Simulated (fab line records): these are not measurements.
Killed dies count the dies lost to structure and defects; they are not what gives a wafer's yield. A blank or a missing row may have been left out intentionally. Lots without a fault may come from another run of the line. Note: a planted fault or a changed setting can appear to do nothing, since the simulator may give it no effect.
Which of the tools did it? | flow n5-finfet | 72 wafers from 24 lots sampled at 4 of the route's 1938 steps

## WHAT EACH GAUGE READ, for each wafer
N5_BEOL_M14_INSPECT_55: inspects for defects (darkfield).
lot  | measured     | on                | raw-defect-count
L075 | day 12 19:01 | defect-inspect-01 | 78 88 90
L074 | day 12 21:40 | defect-inspect-02 | 91 65 110
L076 | day 12 23:29 | defect-inspect-01 | 89 62 80
L077 | day 13 11:05 | defect-inspect-02 | 93 59 75
L078 | day 13 12:23 | defect-inspect-01 | 42 43 46
L079 | day 14 02:02 | defect-inspect-02 | 80 71 72
L081 | day 14 02:19 | defect-inspect-02 | 64 94 50
L080 | day 14 09:01 | defect-inspect-01 | 60 41 72
L082 | day 14 10:01 | defect-inspect-02 | 56 35 38
L083 | day 14 12:31 | defect-inspect-01 | 51 49 78
L084 | day 14 17:25 | defect-inspect-02 | 47 68 62
L085 | day 15 10:59 | defect-inspect-01 | 67 43 50
L086 | day 15 22:46 | defect-inspect-02 | 67 48 66
L089 | day 16 02:33 | defect-inspect-01 | 47 79 60
L088 | day 16 13:29 | defect-inspect-02 | 73 59 60
L091 | day 16 13:46 | defect-inspect-02 | 63 65 73
L087 | day 16 19:16 | defect-inspect-02 | 55 40 55
L090 | day 17 07:36 | defect-inspect-02 | 46 49 55
L092 | day 17 12:04 | defect-inspect-02 | 26 68 69
L093 | day 18 03:25 | defect-inspect-01 | 45 42 78
L095 | day 18 03:32 | defect-inspect-01 | 58 74 90
L094 | day 18 04:07 | defect-inspect-01 | 52 55 38
L096 | day 18 23:20 | defect-inspect-02 | 58 46 31
L097 | day 19 07:40 | defect-inspect-01 | 47 53 70

N5_BEOL_M15_INSPECT_12: inspects for defects (macro).
lot  | measured     | on                | raw-defect-count
L075 | day 12 19:47 | defect-inspect-01 | 2 1 0
L074 | day 12 22:18 | defect-inspect-01 | 4 2 0
L076 | day 13 00:10 | defect-inspect-01 | 1 1 2
L077 | day 13 11:44 | defect-inspect-02 | 5 3 3
L078 | day 13 13:02 | defect-inspect-01 | 0 2 2
L079 | day 14 02:41 | defect-inspect-02 | 1 2 1
L081 | day 14 03:05 | defect-inspect-01 | 7 1 2
L080 | day 14 10:21 | defect-inspect-01 | 1 2 0
L082 | day 14 10:47 | defect-inspect-02 | 3 3 1
L083 | day 14 13:17 | defect-inspect-01 | 3 2 1
L084 | day 14 18:11 | defect-inspect-02 | 4 3 1
L085 | day 15 11:38 | defect-inspect-01 | 4 3 2
L086 | day 15 23:33 | defect-inspect-02 | 2 2 1
L089 | day 16 03:18 | defect-inspect-02 | 3 4 1
L088 | day 16 14:16 | defect-inspect-01 | 2 2 3
L091 | day 16 14:32 | defect-inspect-02 | 1 1 1
L087 | day 16 19:55 | defect-inspect-01 | 1 2 1
L090 | day 17 08:22 | defect-inspect-02 | 2 3 2
L092 | day 17 12:49 | defect-inspect-01 | 2 2 2
L093 | day 18 04:18 | defect-inspect-02 | 2 3 2
L095 | day 18 04:28 | defect-inspect-01 | 1 4 3
L094 | day 18 04:53 | defect-inspect-02 | 6 2 3
L096 | day 19 00:06 | defect-inspect-01 | 3 4 2
L097 | day 19 08:27 | defect-inspect-02 | 1 3 3

N5_BEOL_M15_INSPECT_30: inspects for defects (macro).
lot  | measured     | on                | raw-defect-count
L075 | day 12 21:36 | defect-inspect-02 | 0 3 3
L074 | day 13 00:02 | defect-inspect-01 | 2 0 1
L076 | day 13 01:46 | defect-inspect-02 | 3 3 3
L077 | day 13 13:19 | defect-inspect-01 | 4 3 0
L078 | day 13 14:46 | defect-inspect-01 | 2 1 1
L079 | day 14 04:16 | defect-inspect-02 | 2 4 0
L081 | day 14 04:33 | defect-inspect-01 | 5 3 1
L080 | day 14 11:52 | defect-inspect-01 | 1 2 2
L082 | day 14 12:28 | defect-inspect-02 | 1 2 2
L083 | day 14 14:52 | defect-inspect-01 | 1 2 3
L084 | day 14 20:21 | defect-inspect-01 | 1 2 2
L085 | day 15 13:58 | defect-inspect-02 | 5 1 1
L086 | day 16 01:01 | defect-inspect-01 | 1 0 3
L089 | day 16 04:53 | defect-inspect-01 | 0 0 0
L088 | day 16 16:13 | defect-inspect-02 | 2 0 4
L091 | day 16 16:15 | defect-inspect-01 | 4 2 5
L087 | day 16 21:22 | defect-inspect-02 | 2 3 3
L090 | day 17 10:07 | defect-inspect-01 | 2 3 0
L092 | day 17 14:17 | defect-inspect-01 | 0 3 1
L093 | day 18 06:08 | defect-inspect-02 | 1 2 0
L095 | day 18 06:18 | defect-inspect-02 | 2 1 1
L094 | day 18 06:52 | defect-inspect-01 | 0 2 4
L096 | day 19 01:41 | defect-inspect-01 | 2 3 3
L097 | day 19 10:02 | defect-inspect-02 | 3 2 4

## TOOL THAT RAN EACH LOT (tool first, then ch and the chambers of the sampled wafers, then the start)
lot  | N5_BEOL_M15_STRIP_63
L075 | rie-diel-02 ch 0,2, day 12 21:36 or earlier
L074 | rie-diel-06 ch 0,1, day 13 00:02 or earlier
L076 | rie-diel-06 ch 0,2, day 13 01:46 or earlier
L077 | rie-diel-06 ch 1,2, day 13 13:19 or earlier
L078 | rie-diel-01 ch 0,1, day 13 14:46 or earlier
L079 | rie-diel-06 ch 0,1,2, day 14 04:16 or earlier
L081 | rie-diel-06 ch 0,1,3, day 14 04:33 or earlier
L080 | rie-diel-01 ch 0,3, day 14 11:52 or earlier
L082 | rie-diel-02 ch 0,2, day 14 12:28 or earlier
L083 | rie-diel-02 ch 0,2,3, day 14 14:52 or earlier
L084 | rie-diel-06 ch 0,1,2, day 14 20:21 or earlier
L085 | rie-diel-02 ch 0,1,3, day 15 13:58 or earlier
L086 | rie-diel-01 ch 1,2,3, day 16 01:01 or earlier
L089 | rie-diel-06 ch 1,2,3, day 16 04:53 or earlier
L088 | rie-diel-01 ch 1,2,3, day 16 16:13 or earlier
L091 | rie-diel-02 ch 0,2,3, day 16 16:15 or earlier
L087 | rie-diel-06 ch 2,3, day 16 21:22 or earlier
L090 | rie-diel-01 ch 0,1,3, day 17 10:07 or earlier
L092 | rie-diel-02 ch 0,1, day 17 14:17 or earlier
L093 | rie-diel-02 ch 1,2, day 18 06:08 or earlier
L095 | rie-diel-01 ch 1,2,3, day 18 06:18 or earlier
L094 | rie-diel-02 ch 1,2, day 18 06:52 or earlier
L096 | rie-diel-06 ch 2,3, day 19 01:41 or earlier
L097 | rie-diel-02 ch 0,3, day 19 10:02 or earlier
- N5_BEOL_M15_STRIP_63: strips in O2.

## WHAT THE TOOLS THEMSELVES READ (means of the sampled wafers that have a number; where no wafer has one, the mark that the record gives instead)
N5_BEOL_M15_STRIP_63.
lot  | tool        | drypump-motor-current-A (A) | oes-product-au (a.u.) | rf-vpp-V (V) | showerhead-plenum-p-Torr (Torr) | throttle-valve-pct (%)
L075 | rie-diel-02 | 6.7                         | 0.85                  | 3.4          | 2.14                            | 16.47
L074 | rie-diel-06 | 6.0                         | 0.87                  | 3.5          | 2.02                            | 16.42
L076 | rie-diel-06 | 5.7                         | 0.77                  | 2.7          | 2.13                            | 16.66
L077 | rie-diel-06 | 5.7                         | 0.72                  | 3.6          | 2.09                            | 16.76
L078 | rie-diel-01 | 5.8                         | 0.71                  | 3.4          | 2.06                            | 17.16
L079 | rie-diel-06 | 5.9                         | 0.78                  | 3.7          | 2.05                            | 16.59
L081 | rie-diel-06 | 6.2                         | 0.88                  | 3.8          | 2.07                            | 16.48
L080 | rie-diel-01 | 6.0                         | 0.80                  | 3.6          | 2.06                            | 16.86
L082 | rie-diel-02 | 6.7                         | 0.78                  | 4.0          | 2.04                            | 16.64
L083 | rie-diel-02 | 6.5                         | 0.76                  | 3.3          | 2.06                            | 16.78
L084 | rie-diel-06 | 5.9                         | 0.77                  | 3.7          | 2.05                            | 16.62
L085 | rie-diel-02 | 6.2                         | 0.75                  | 3.6          | 2.13                            | 16.76
L086 | rie-diel-01 | 5.7                         | 0.88                  | 3.7          | 2.08                            | 16.66
L089 | rie-diel-06 | 6.1                         | 0.79                  | 3.4          | 2.10                            | 16.67
L088 | rie-diel-01 | 5.7                         | 0.88                  | 3.6          | 2.07                            | 16.67
L091 | rie-diel-02 | 6.6                         | 0.74                  | 3.7          | 2.05                            | 16.83
L087 | rie-diel-06 | 6.0                         | 0.76                  | 4.4          | 2.18                            | 16.74
L090 | rie-diel-01 | 5.9                         | 0.93                  | 4.5          | 2.06                            | 16.61
L092 | rie-diel-02 | 6.3                         | 0.80                  | 3.0          | 2.21                            | 16.52
L093 | rie-diel-02 | 5.9                         | 0.71                  | 4.0          | 2.09                            | 16.82
L095 | rie-diel-01 | 5.7                         | 0.85                  | 4.5          | 2.07                            | 16.70
L094 | rie-diel-02 | 6.3                         | 0.71                  | 3.7          | 2.01                            | 16.85
L096 | rie-diel-06 | 6.3                         | 0.83                  | 3.9          | 2.20                            | 16.67
L097 | rie-diel-02 | 6.6                         | 0.77                  | 3.4          | 2.15                            | 16.68

## THE ANSWER, worked out from the rows above alone
Rule: the usual values come from the lots themselves. The widest of any qualifying gaps counts: lots, ordered by their means at a reading, are off when they make up no more than a third of the lots, leave a main group of 4 or more, and stand apart from it by 3 or more times the standard deviation of that group's means. A main group is skipped when, at the precision printed for the reading in the tables above, its means are all equal. A lot without any number at a reading at which 4 lots or more have one is off too. All remaining lots with rows at the step are treated as sound. The gauges are gone through in route order, then the tools' own readings, and for those a lot's mean is taken as printed above. The first step at which some lot is off is used, and at that step the reading that is off furthest; a lot without a number counts as furthest.
No lot is off on any of the readings shown, so nothing can be concluded from this.

## WHAT WAS PUT IN BY THE SIMULATOR
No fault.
